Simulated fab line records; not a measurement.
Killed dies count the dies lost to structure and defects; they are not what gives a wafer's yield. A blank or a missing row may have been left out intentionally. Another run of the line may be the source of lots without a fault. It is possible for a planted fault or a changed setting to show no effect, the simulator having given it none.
Matching of chambers | flow n5Finfet | N5_BEOL_M2_CO_CAP_55 on cvdCo-02: 3 sister chambers
The step material Co, precursor CCTBA/H2, target thk 2 nm, time 102.1 s. 6 wafers are shown with their chamber, then 7 later ones without.

WAFERS WITH THEIR CHAMBER
wafer  | chamber | runLengthS (s) | heaterPowerW (W)
L756.4 | 1       | 123.8          | 225
L757.1 | 2       | 125.1          | 219
L757.3 | 1       | 123.7          | 224
L758.1 | 0       | 126.0          | 211
L758.3 | 2       | 124.7          | 223
L758.4 | 0       | 125.9          | 215

WAFERS MISSING THEIR CHAMBER
wafer  | runLengthS (s) | heaterPowerW (W)
L760.3 | 123.8          | 226
L760.4 | 125.6          | 216
L760.5 | 124.7          | 218
L761.3 | 125.9          | 212
L761.5 | 125.2          | 220
L762.5 | 123.9          | 225
L762.6 | 126.6          | 209

THE CHAMBER EACH PASSED THROUGH
wafer  | from the rows above | in truth
L760.3 | 1                   | 1
L760.4 | 0                   | 0
L760.5 | 2                   | 2
L761.3 | 0                   | 0
L761.5 | 2                   | 2
L762.5 | 1                   | 1
L762.6 | 0                   | 0
Correct placement for 7 of the 7. Number that these rows cannot place: 0. Placed wrongly: 0.
How it was worked out, from the rows above alone: a wafer's distance from a chamber is the root of the sum, over the readings, of the square of ((its reading less the chamber's mean) divided by the reading's scatter). If the next closest chamber is less than 2 further off than the closest, the wafer can't be placed; otherwise it belongs to the closest. The mean given for a chamber averages the wafers shown for that chamber. How the scatter is found: for the shown wafers, subtract from each reading the mean of its chamber, square and add these, divide the total by (wafers less chambers), then take the root.
